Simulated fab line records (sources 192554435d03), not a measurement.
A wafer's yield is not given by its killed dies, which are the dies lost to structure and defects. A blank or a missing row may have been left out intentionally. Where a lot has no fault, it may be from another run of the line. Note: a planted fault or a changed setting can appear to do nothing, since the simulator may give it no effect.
Split-lot experiment || flow n5 finfet || on a route of 1938 steps: 7 lots, 21 wafers read

== ABOUT THE SPLIT ==
At N5_BEOL_M1_ETCH_64 (etches SOC in N2/H2, target depth 75 nm, overetch 15 nm, time 112.5 s), the setting source w was moved away from the recipe's 840 W on 10 of the 21 wafers read, by +9.5% to +16.5%. This setting was run at the recipe's value on the other wafers.

The split's own step is where the reading is taken.

== THE READING ==
rf vpp V, in V, at N5_BEOL_M1_ETCH_64 (etches SOC in N2/H2, target depth 75 nm, overetch 15 nm, time 112.5 s). A value of 523.9 V with a standard deviation of 2.6 V is what fault-free wafers of this fab line usually give.

{"wafer": "L076.1", "tool, chamber at the split": "rie diel-05, 2", "source w as run, W": 955.7, "against the recipe": "+13.8%", "rf vpp V, V": 501.7, "against lot-mates on the recipe": -18.2}
{"wafer": "L076.3", "tool, chamber at the split": "rie diel-05, 0", "source w as run, W": 840, "against the recipe": "recipe", "rf vpp V, V": 519.9, "against lot-mates on the recipe": "-"}
{"wafer": "L076.4", "tool, chamber at the split": "rie diel-05, 1", "source w as run, W": 955.7, "against the recipe": "+13.8%", "rf vpp V, V": 501.5, "against lot-mates on the recipe": -18.4}
{"wafer": "L075.1", "tool, chamber at the split": "rie diel-03, 2", "source w as run, W": 840, "against the recipe": "recipe", "rf vpp V, V": 520.1, "against lot-mates on the recipe": "-"}
{"wafer": "L075.3", "tool, chamber at the split": "rie diel-03, 1", "source w as run, W": 919.7, "against the recipe": "+9.5%", "rf vpp V, V": 507.8, "against lot-mates on the recipe": -12.3}
{"wafer": "L075.5", "tool, chamber at the split": "rie diel-03, 2", "source w as run, W": 919.7, "against the recipe": "+9.5%", "rf vpp V, V": 504.2, "against lot-mates on the recipe": -15.9}
{"wafer": "L077.2", "tool, chamber at the split": "rie diel-03, 1", "source w as run, W": 840, "against the recipe": "recipe", "rf vpp V, V": 522.9, "against lot-mates on the recipe": "-"}
{"wafer": "L077.3", "tool, chamber at the split": "rie diel-03, 2", "source w as run, W": 840, "against the recipe": "recipe", "rf vpp V, V": 520.7, "against lot-mates on the recipe": "-"}
{"wafer": "L077.6", "tool, chamber at the split": "rie diel-03, 3", "source w as run, W": 840, "against the recipe": "recipe", "rf vpp V, V": 526.0, "against lot-mates on the recipe": "-"}
{"wafer": "L079.4", "tool, chamber at the split": "rie diel-04, 3", "source w as run, W": 840, "against the recipe": "recipe", "rf vpp V, V": 528.1, "against lot-mates on the recipe": "-"}
{"wafer": "L079.5", "tool, chamber at the split": "rie diel-04, 0", "source w as run, W": 978.6, "against the recipe": "+16.5%", "rf vpp V, V": 495.2, "against lot-mates on the recipe": -32.9}
{"wafer": "L079.6", "tool, chamber at the split": "rie diel-04, 1", "source w as run, W": 978.6, "against the recipe": "+16.5%", "rf vpp V, V": 498.7, "against lot-mates on the recipe": -29.4}
{"wafer": "L080.1", "tool, chamber at the split": "rie diel-05, 1", "source w as run, W": 964.9, "against the recipe": "+14.9%", "rf vpp V, V": 499.1, "against lot-mates on the recipe": -21.3}
{"wafer": "L080.3", "tool, chamber at the split": "rie diel-05, 0", "source w as run, W": 840, "against the recipe": "recipe", "rf vpp V, V": 520.4, "against lot-mates on the recipe": "-"}
{"wafer": "L080.4", "tool, chamber at the split": "rie diel-05, 2", "source w as run, W": 964.9, "against the recipe": "+14.9%", "rf vpp V, V": 501.2, "against lot-mates on the recipe": -19.2}
{"wafer": "L082.4", "tool, chamber at the split": "rie diel-05, 3", "source w as run, W": 945.5, "against the recipe": "+12.6%", "rf vpp V, V": 506.6, "against lot-mates on the recipe": -16.1}
{"wafer": "L082.5", "tool, chamber at the split": "rie diel-05, 2", "source w as run, W": 945.5, "against the recipe": "+12.6%", "rf vpp V, V": 505.0, "against lot-mates on the recipe": -17.7}
{"wafer": "L082.6", "tool, chamber at the split": "rie diel-05, 1", "source w as run, W": 840, "against the recipe": "recipe", "rf vpp V, V": 522.7, "against lot-mates on the recipe": "-"}
{"wafer": "L088.2", "tool, chamber at the split": "rie diel-05, 0", "source w as run, W": 840, "against the recipe": "recipe", "rf vpp V, V": 520.6, "against lot-mates on the recipe": "-"}
{"wafer": "L088.4", "tool, chamber at the split": "rie diel-05, 3", "source w as run, W": 840, "against the recipe": "recipe", "rf vpp V, V": 525.9, "against lot-mates on the recipe": "-"}
{"wafer": "L088.5", "tool, chamber at the split": "rie diel-05, 1", "source w as run, W": 840, "against the recipe": "recipe", "rf vpp V, V": 521.7, "against lot-mates on the recipe": "-"}

THE FIT
A straight line over all 21 wafers: rf vpp V changes by -1.52 V for each +1% of source w; r = -0.98; the points scatter about the line by 2.5 V.
The same after taking each lot's own level away (the mean of its wafers on the recipe; 21 wafers): -1.53 V for each +1%; r = -0.97; scatter 2.8 V.
According to that fit, moving source w by its largest amount changes the reading by 25 V.
The span of the lots' own levels, 519.90 to 528.10 V, comes to 3.2 times the standard deviation stated above.
The two slopes are in agreement: the lot-to-lot level therefore moves the slope only a little.
Check: with one of the wafers moved furthest among these (+16.5%) left out of the fit, the line predicts -23.7 V for it against its lot-mates. Against them it came out at -32.9 V.
Tool readings at the split's step, against how far the setting was moved: rf vpp V r = -0.98.

== THE OTHER SPLITS THESE WAFERS WENT THROUGH ==
Other splits were also applied to these wafers ahead of the reading. Each is held against what the fit with the lots' levels taken away leaves over:
{"other split on the same wafers": "N5_BEOL_M0_SAQP_COAT_87 spin rpm", "wafers away from the commonest value": 7, "r with rf vpp V (lot level and that fit taken away)": -0.24}

== THE FILE'S OWN FIT ==
rf vpp V changes by -1.52 V for each +1% of source w, r = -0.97.
